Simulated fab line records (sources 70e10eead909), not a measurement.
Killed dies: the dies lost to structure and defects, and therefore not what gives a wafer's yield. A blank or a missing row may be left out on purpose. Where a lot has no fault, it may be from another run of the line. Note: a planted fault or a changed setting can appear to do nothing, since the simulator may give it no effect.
fab line records    flow nand_harc
record lots=7  wafers=21  last_day=33
route steps=1302 shown A_M1@1200 A_BONDPAD@1202
lots that met no fault: taken from a fault-free run of the same line
start_h: start of the lot's first displayed wafer, in hours after the record's first day    wait_h: hours since the lot's step before    " as in the row above    L1.1+2: a row that stands for several wafers    - no value, or no start was given    * or withheld: withheld    < > ~ a bound
route shown NAME@n: names a module that has steps shown in the file, with the first one's number in the route    usual: mean/standard deviation of fault-free wafers    same: alike in all rows    chamber/n: place in a boat    sites: the reading at each site    _std_site: standard deviation across them    _edge_site: outer sites' mean less inner sites'    radius_mm: for every site, how far away it sits from the centre of the wafer    mask NAME#n: copy n    behind: the tool/chamber that last shaped the wafer    hold: cause of the lot's hold/its duration in hours/its outcome    device: whichever transistor did not switch (one of n, p or np)    end of line: tests run on the same wafers once the route is complete    for a step that has no rows: nothing shown but its recipe    killed: the dies lost at the first sort to structure and to defects; this is not the yield of the wafer    map: a wafer's dies, marking killed ones x, the rest . and places with no die _
set.NAME: the setting the step ran with; set.NAME@STEP: the setting that earlier step ran with    model.NAME: the simulator's own value behind a step, which no gauge read
a table for each step, a row for each wafer; lots at some steps of the route
services: the hour from which a tool's chamber was out of use, counted from the record's first day as start_h (under 0 if before that day), plus the number of hours and why
## steps
# step NHARC_A_M1_PRE_CLEAN_32
# recipe time_s=12  temp_c=370  rf_power_w=300  gas=NH3
# usual heater_power_w=644/98
lot.wafer  tool      chamber  start_h  wait_h  heater_power_w
L451.2     pecvd-02  0        564.84   0.1     590
L451.6     "         1        "        "       634
L451.5     "         0        "        "       588
L458.2     pecvd-02  1        641.61   0.1     583
L458.3     "         1        "        "       560
L458.5     "         1        "        "       567
L460.3     pecvd-04  2        646.81   0.1     510
L460.5     "         2        "        "       505
L460.4     "         0        "        "       569
L461.1     pecvd-02  1        670.93   0.1     610
L461.6     "         2        "        "       692
L461.4     "         0        "        "       554
L463.2     pecvd-03  0        681.22   0.1     595
L463.6     "         2        "        "       721
L463.5     "         0        "        "       619
L467.2     pecvd-04  2        711.66   0.1     492
L467.1     "         1        "        "       693
L467.5     "         0        "        "       660
L472.2     pecvd-02  0        758.11   0.1     623
L472.1     "         1        "        "       603
L472.6     "         1        "        "       611
# step NHARC_A_M1_DEP_33
# recipe target_thk_a=300  temp_c=370  target_thk_nm=30  pressure_torr=3  flow_sccm=200  rf_w=450  material=SiCN
# usual heater_power_w=587/99  showerhead_vpp_V=1333/85
lot.wafer  tool      chamber  start_h  wait_h  heater_power_w  showerhead_vpp_V
L451.2     pecvd-02  0        564.98   0.1     489             1361
L451.6     "         1        "        "       632             1348
L451.5     "         0        "        "       502             1352
L458.2     pecvd-02  1        641.94   0.3     569             1329
L458.3     "         1        "        "       573             1316
L458.5     "         1        "        "       557             1326
L460.3     pecvd-04  2        646.92   0.1     419             1304
L460.5     "         2        "        "       429             1300
L460.4     "         0        "        "       629             1220
L461.1     pecvd-02  1        671.07   0.1     482             1296
L461.6     "         2        "        "       624             1489
L461.4     "         0        "        "       477             1332
L463.2     pecvd-03  0        681.33   0.1     543             1346
L463.6     "         2        "        "       743             1170
L463.5     "         0        "        "       531             1362
L467.2     pecvd-04  2        711.74   0.1     424             1298
L467.1     "         1        "        "       618             1280
L467.5     "         0        "        "       586             1221
L472.2     pecvd-02  0        758.19   0.1     563             1332
L472.1     "         1        "        "       497             1333
L472.6     "         1        "        "       506             1321
# step NHARC_A_BONDPAD_DEP_00
# recipe target_thk_a=2500  temp_c=370  target_thk_nm=250  pressure_torr=3  flow_sccm=200  rf_w=450  material=SiCN
# usual heater_power_w=574/87  showerhead_vpp_V=1314/72
lot.wafer  tool      chamber  start_h  wait_h  heater_power_w  showerhead_vpp_V
L451.2     pecvd-04  0        565.45   -       620             1215
L451.6     "         1        "        "       672             1288
L451.5     "         2        "        "       460             1291
L458.2     pecvd-01  2        643.06   -       817             1343
L458.3     "         0        "        "       516             1260
L458.5     "         1        "        "       654             1327
L460.3     pecvd-01  0        647.43   -       471             1251
L460.4     "         1        "        "       644             1286
L460.5     "         2        "        "       670             1368
L461.1     pecvd-01  2        671.60   -       699             1356
L461.4     "         2        "        "       734             1331
L461.6     "         2        "        "       760             1357
L463.2     pecvd-04  0        681.94   -       542             1214
L463.5     "         1        "        "       612             1292
L463.6     "         2        "        "       392             1317
L467.2     pecvd-04  1        -        -       630             1294
L467.1     "         2        "        "       413             1304
L467.5     "         0        "        "       571             1239
L472.1     pecvd-04  1        758.74   -       612             1265
L472.2     "         0        "        "       546             1234
L472.6     "         0        "        "       550             1216
# step NHARC_A_BONDPAD_CMP_29
# recipe target_thk_nm=200  material=SiCN
# usual motor_current_A=11.9/1.6
lot.wafer  tool    chamber  start_h  wait_h  motor_current_A
L451.2     cmp-02  1        565.86   -       12.7
L451.5     "       1        "        "       12.1
L451.6     "       2        "        "       10.6
L458.2     cmp-02  3        643.43   -       11.7
L458.3     "       0        "        "       10.2
L458.5     "       3        "        "       11.5
L460.3     cmp-02  2        647.84   -       10.5
L460.4     "       1        "        "       12.6
L460.5     "       2        "        "       10.5
L461.4     cmp-02  3        672.10   0.3     12.4
L461.1     "       1        "        "       12.9
L461.6     "       2        "        "       10.6
L463.2     cmp-02  0        682.33   -       9.5
L463.6     "       1        "        "       12.4
L463.5     "       2        "        "       9.9
L467.2     cmp-03  0        712.70   -       13.7
L467.1     "       2        "        "       11.1
L467.5     "       1        "        "       15.5
L472.2     cmp-02  0        759.15   -       10.5
L472.1     "       2        "        "       10.8
L472.6     "       1        "        "       12.4
# step NHARC_A_BONDPAD_THK_MEAS_30
# recipe thk_meas_gauge=ellipsometry
# usual thk_nm=200.7/1.7
lot.wafer  tool           chamber  start_h  wait_h  thk_nm
L451.2     film_metro-01  -        566.11   0.2     203.3
L451.5     "              -        "        "       204.5
L451.6     "              -        "        "       205.0
L458.2     film_metro-01  -        643.68   0.2     201.8
L458.3     "              -        "        "       201.7
L458.5     "              -        "        "       199.9
L460.3     film_metro-02  -        648.09   0.2     202.7
L460.4     "              -        "        "       202.7
L460.5     "              -        "        "       201.5
L461.1     film_metro-02  -        672.32   0.1     200.1
L461.4     "              -        "        "       199.1
L461.6     "              -        "        "       200.5
L463.2     film_metro-02  -        682.51   0.2     198.5
L463.5     "              -        "        "       201.5
L463.6     "              -        "        "       202.6
L467.1     film_metro-01  -        712.95   0.2     201.7
L467.2     "              -        "        "       201.3
L467.5     "              -        "        "       199.6
L472.1     film_metro-02  -        759.39   0.2     203.3
L472.2     "              -        "        "       198.2
L472.6     "              -        "        "       199.6
# step NHARC_A_BONDPAD_SRD_31
# step NHARC_A_BONDPAD_DEHYDRATE_01
# recipe temp_c=150  time_s=120
# step NHARC_A_BONDPAD_HMDS_02
# recipe time_s=30
# step NHARC_A_BONDPAD_COAT_33
# recipe temp_c=200  time_s=65
# step NHARC_A_BONDPAD_COAT_03
# recipe spin_rpm=2000  resist_thk_nm=600
# step NHARC_A_BONDPAD_SOFTBAKE_04
# recipe temp_c=125  time_s=70
# step NHARC_A_BONDPAD_EBR_05
# step NHARC_A_BONDPAD_EXPOSE_06
# recipe na=0.55  dose_mj=36.99  mask_id=A_BPAD
# usual exposure_dose_mJ_cm2=36.95/0.04  focus_offset_nm=0.0/0.58
lot.wafer  tool            chamber  start_h  wait_h  mask      exposure_dose_mJ_cm2  focus_offset_nm
L451.2     krf_scanner-03  0        566.53   -       A_BPAD#0  36.98                 0.2
L451.5     "               0        "        "       A_BPAD#0  36.95                 -0.8
L451.6     "               0        "        "       A_BPAD#0  36.99                 -0.7
L458.2     krf_scanner-03  -        643.97   -       A_BPAD#0  -                     -
L458.3     "               -        "        "       A_BPAD#0  -                     -
L458.5     "               -        "        "       A_BPAD#0  -                     -
L460.3     krf_scanner-04  -        648.52   -       A_BPAD#0  -                     -
L460.4     "               -        "        "       A_BPAD#0  -                     -
L460.5     "               -        "        "       A_BPAD#0  -                     -
L461.1     krf_scanner-04  -        672.62   -       A_BPAD#0  -                     -
L461.4     "               -        "        "       A_BPAD#0  -                     -
L461.6     "               -        "        "       A_BPAD#0  -                     -
L463.2     krf_scanner-01  0        682.92   -       A_BPAD#0  36.95                 1.2
L463.5     "               0        "        "       A_BPAD#0  36.98                 1.3
L463.6     "               0        "        "       A_BPAD#0  36.88                 -0.1
L467.1     krf_scanner-04  0        713.36   -       A_BPAD#0  37.02                 -0.3
L467.2     "               0        "        "       A_BPAD#0  37.01                 -0.3
L467.5     "               0        "        "       A_BPAD#0  37.07                 -0.9
L472.1     krf_scanner-03  0        759.81   -       A_BPAD#0  36.90                 0.7
L472.2     "               0        "        "       A_BPAD#0  36.91                 0.2
L472.6     "               0        "        "       A_BPAD#0  36.92                 0.2
# step NHARC_A_BONDPAD_PEB_07
# recipe peb_temp_c=128  peb_time_s=80
## services
tool            chamber  start_h  hours  kind
pecvd-03        -        547.48   13.0   pm
cmp-03          -        551.77   1.5    repair
krf_scanner-04  -        553.46   4.0    pm
krf_scanner-03  -        568.03   4.0    pm
krf_scanner-04  -        585.45   1.5    repair
pecvd-02        -        589.00   13.0   pm
pecvd-02        0        622.98   30.7   repair
cmp-02          -        624.58   4.0    pm
cmp-02          -        628.73   0.3    repair
pecvd-01        0        630.66   4.1    repair
pecvd-04        -        631.20   13.0   pm
pecvd-02        2        640.22   6.0    repair
pecvd-01        1        661.64   10.1   repair
pecvd-01        -        673.37   13.0   pm
krf_scanner-03  -        698.63   3.7    repair
pecvd-02        1        706.61   28.0   repair
cmp-02          -        720.09   0.2    repair
cmp-02          -        722.58   4.0    pm
krf_scanner-04  -        725.46   4.0    pm
pecvd-03        -        728.57   13.0   pm
krf_scanner-03  -        740.03   4.0    pm
krf_scanner-04  -        741.18   10.2   repair
krf_scanner-03  -        752.68   1.1    repair
krf_scanner-04  -        754.41   1.5    repair
## key
first_sign step=NHARC_A_BONDPAD_EXPOSE_06  reading=tool_record  direction=missing
effect none on later readings
met_at NHARC_A_BONDPAD_EXPOSE_06
struck_wafers L458.2,L458.3,L458.5,L460.3,L460.4,L460.5,L461.1,L461.4,L461.6
later_rows_left_out L458.2,L458.3,L458.5,L460.3,L460.4,L460.5,L461.1,L461.4,L461.6
sort_left_out L458.2,L458.3,L458.5,L460.3,L460.4,L460.5,L461.1,L461.4,L461.6
onset_between 566.53 643.97
fault kind=skipped_step_whole  tool=krf_scanner-03,krf_scanner-04  chamber=-  onset_h=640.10  steps=NHARC_A_BONDPAD_EXPOSE_06  scope=struck_lots_only
# sort_left_out: the simulated sort isn't trusted on such a fault, so these wafers' sort isn't shown, and their yield isn't known
# later_rows_left_out: the simulator's readings of these wafers behind a module that went badly wrong aren't trusted and aren't shown, but for the sort
